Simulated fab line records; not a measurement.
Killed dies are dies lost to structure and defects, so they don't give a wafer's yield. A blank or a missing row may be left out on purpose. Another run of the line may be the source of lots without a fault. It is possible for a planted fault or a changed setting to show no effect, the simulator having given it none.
A struck lot beside a sound one -- flow n5Finfet -- 17 out of 1938 route steps
Sound: these wafers, L339.1, L339.2, L339.6. The struck wafers were L355.1, L355.3, L355.5. The cause is given at the end.
For every step that has rows: the tool of each side, followed by ch and its chambers, followed by its first start. Under that, the readings that differ: sound wafers -- struck wafers -- difference of the means -- sigmas: that difference in standard deviations of wafers without a fault.
alike: readings with means less than 2 such deviations apart, plus words and numbers identical on both sides. not compared: withheld readings, readings lacking a value on some wafer, bounds such as >300 that could conceal the same value, and numbers that have no deviation in the record and whose values overlap.
The two part at a step that has a row with sigmas, a row that says differs or no value, or rows on one side only. Numbers that don't overlap but have no deviation are shown without sigmas and don't part them. A reading missing from all wafers of one side parts the sides only when that side holds two or more wafers.

first, 5 steps without rows for these wafers: N5_SD_EPI_P_EBR_05; N5_SD_EPI_P_SOFTBAKE_04 (time 60 s); N5_SD_EPI_P_EXPOSE_06 (exposes mask SD P BLK, target cd 240 nm); N5_SD_EPI_P_PEB_07 (peb time 60 s); N5_SD_EPI_P_DEVELOP_08 (develop time 30 s).
N5_SD_EPI_P_CD_MEAS_09: the cd target is 240 nm.
  sound on cdSem-02 ch 0, day 4 18:52; struck on cdSem-03 ch 0, day 8 18:30
  alike: cdNm
N5_SD_EPI_P_OVL_MEAS_10:
  sound on overlay-01 ch 0, day 4 18:54; struck on overlay-02 ch 0, day 8 18:32
  alike: SD_P_BLK_OVL
N5_SD_EPI_P_INSPECT_11: inspects for defects (macro).
  struck on defectInspect-01, day 8 18:33; sound on defectInspect-02, day 4 18:56
  alike: rawDefectCount
N5_SD_EPI_P_DESCUM_14: chemistry O2, time 7.9 s.
  sound on rieDiel-01 ch 0,2,3, day 4 18:58; struck on rieDiel-04 ch 0,2, day 8 18:35
reading,sound,struck,difference,sigmas
throttleValvePct (%),20.1 20.2 20.2,21.0 20.6 21.0,+0.7,+2
  alike: drypumpMotorCurrentA, oesProductAu, rfVppV, showerheadPlenumPTorr
  not compared: rfHoursCounterH
N5_SD_EPI_P_ETCH_36: etches SiARC in CF4, target depth 45.5 nm, time 75.8 s.
  sound on rieDiel-01 ch 0,2,3, day 4 19:00; struck on rieDiel-04 ch 0,2, day 8 18:37
  alike: biasW, drypumpMotorCurrentA, etchRfOnTimeS, oesProductAu, rfVppV, showerheadPlenumPTorr, throttleValvePct
  not compared: rfHoursCounterH
N5_SD_EPI_P_ETCH_37: etches SOC in N2/H2, overetch 108 nm, time 486 s.
  sound on rieDiel-01 ch 0,2,3, day 4 19:03; struck on rieDiel-04 ch 0,2, day 8 18:41
reading,sound,struck,difference,sigmas
biasW (W),133.5 133.4 133.7,132.5 133.1 132.1,-1.0,-2
throttleValvePct (%),23.5 23.8 23.6,24.4 24.3 24.4,+0.7,+2
  alike: drypumpMotorCurrentA, h2FlowSccm, oesProductAu, rfVppV, showerheadPlenumPTorr
  not compared: rfHoursCounterH
then, 1 step without rows for these wafers: N5_SD_EPI_P_STRIP_38 (strips in N2/H2).
N5_SD_EPI_P_ETCHBACK_46: etches SiNx in CH3F/O2, stops on SiO2, target depth 17.5 nm.
  sound on rieDiel-01 ch 0,2,3, day 4 19:23; struck on rieDiel-04 ch 0,2, day 8 19:00
reading,sound,struck,difference,sigmas
oesProductAu (a.u.),0.80 0.58 0.79,0.44 0.57 0.44,-0.24,-3
model.SiARC_of_SD_EPI_P_COAT_35.thkNm (nm),15 15.4 15.2,12.2 11.8 12.4,-3.1,
  alike: biasW, drypumpMotorCurrentA, rfVppV, showerheadPlenumPTorr, throttleValvePct
  not compared: rfHoursCounterH
N5_SD_EPI_P_ETCH_47: etches SiOCN in CH3F/O2, target depth 25 nm.
  sound on rieDiel-01 ch 0,2,3, day 4 19:29; struck on rieDiel-04 ch 0,2, day 8 19:06
  alike: biasW, drypumpMotorCurrentA, oesProductAu, rfVppV, showerheadPlenumPTorr, throttleValvePct
  not compared: rfHoursCounterH
N5_SD_EPI_P_ETCH_16: etches SiO2 in CHF3/O2, target depth 5 nm.
  sound on rieDiel-01 ch 0,2,3, day 4 19:35; struck on rieDiel-04 ch 0,2, day 8 19:12
reading,sound,struck,difference,sigmas
throttleValvePct (%),18.66 18.79 18.75,19.50 19.05 19.50,+0.62,+2
model.SiARC_of_SD_EPI_P_COAT_35.thkNm (nm),11.4 12 11.6,8.6 8.2 8.8,-3.1,
  alike: biasW, drypumpMotorCurrentA, oesProductAu, rfVppV, showerheadPlenumPTorr
  not compared: rfHoursCounterH
then, 2 steps without rows for these wafers: N5_SD_EPI_P_STRIP_50 (strips in CHF3/O2); N5_PASSIVATION_PROBE_49.

== WHERE THEY PART ==
First at N5_SD_EPI_P_DESCUM_14; last, within this record, at N5_SD_EPI_P_ETCH_16.

WHY: what the simulator had put in
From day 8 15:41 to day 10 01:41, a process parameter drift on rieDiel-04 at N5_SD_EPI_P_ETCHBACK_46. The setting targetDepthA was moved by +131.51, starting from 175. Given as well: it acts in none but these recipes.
